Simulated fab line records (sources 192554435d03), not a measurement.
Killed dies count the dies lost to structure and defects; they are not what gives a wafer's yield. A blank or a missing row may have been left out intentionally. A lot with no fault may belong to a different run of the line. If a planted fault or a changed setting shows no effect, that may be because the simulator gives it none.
Matching of chambers	flow n5_finfet	N5_BEOL_M10_DEP_56 on pecvd-01 has 3 sister chambers
The step deposits SiCN from 3MS/NH3, target thk 15 nm, time 26.5 s. 18 wafers are shown with their chamber, then 9 later ones without.

WAFERS WITH THEIR CHAMBER
wafer	chamber	throttle_valve_pct (%)	showerhead_plenum_p_Torr (Torr)	chamber_pressure_Torr (Torr)
L074.2	2	8.3	3.664	3.002
L074.3	0	8.4	3.651	3.017
L074.6	0	8.1	3.642	3.005
L077.3	1	8.7	3.648	3.011
L077.5	2	8.5	3.661	2.986
L077.6	0	8.1	3.658	3.006
L080.1	1	8.7	3.647	3.002
L080.3	2	8.2	3.656	2.994
L080.5	0	8.1	3.641	2.986
L081.1	0	8.3	3.647	2.994
L081.3	1	8.7	3.645	3.008
L081.6	1	9.0	3.634	2.997
L083.3	2	8.3	3.665	2.999
L083.4	1	8.8	3.639	3.012
L083.5	2	8.5	3.659	3.000
L087.1	2	8.3	3.665	3.008
L087.4	2	8.6	3.656	2.998
L087.5	1	8.6	3.653	2.998

SIGNATURES, as means of the wafers listed above
reading	chamber 0	chamber 1	chamber 2	scatter within a chamber
throttle_valve_pct	8.200	8.750	8.386	0.142
showerhead_plenum_p_Torr	3.64780	3.64433	3.66086	0.00589
chamber_pressure_Torr	3.00160	3.00467	2.99814	0.00843
Rule: for each reading, subtract the chamber's mean from the wafer's reading, divide by that reading's scatter and square the result; add these up over the readings and take the root, which gives the wafer's distance from the chamber. If the next closest chamber is less than 2 further off than the closest, the wafer can't be placed; otherwise it belongs to the closest. The scatter: the root of (the sum of the squares of (reading less its chamber's mean) over the shown wafers, divided by (wafers less chambers)).

WAFERS WITHOUT THEIR CHAMBER
wafer	throttle_valve_pct (%)	showerhead_plenum_p_Torr (Torr)	chamber_pressure_Torr (Torr)
L088.2	8.1	3.651	3.009
L088.5	8.0	3.642	2.999
L088.6	9.0	3.648	3.009
L090.1	8.6	3.658	2.996
L090.2	8.8	3.633	2.984
L090.6	8.8	3.647	2.997
L093.1	8.6	3.644	3.001
L093.4	8.7	3.641	2.988
L093.5	8.3	3.650	2.997

THE CHAMBER EACH PASSED THROUGH
wafer	from the rows above	in truth
L088.2	can't be placed: 0 or 2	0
L088.5	0	0
L088.6	1	1
L090.1	can't be placed: 2 or 1 or 0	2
L090.2	1	1
L090.6	1	1
L093.1	can't be placed: 1 or 0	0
L093.4	can't be placed: 1 or 0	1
L093.5	can't be placed: 0 or 2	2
4 of 9 placed correctly. These rows do not allow placing 5 (true chamber among the candidates in 5). Number placed wrongly: 0.
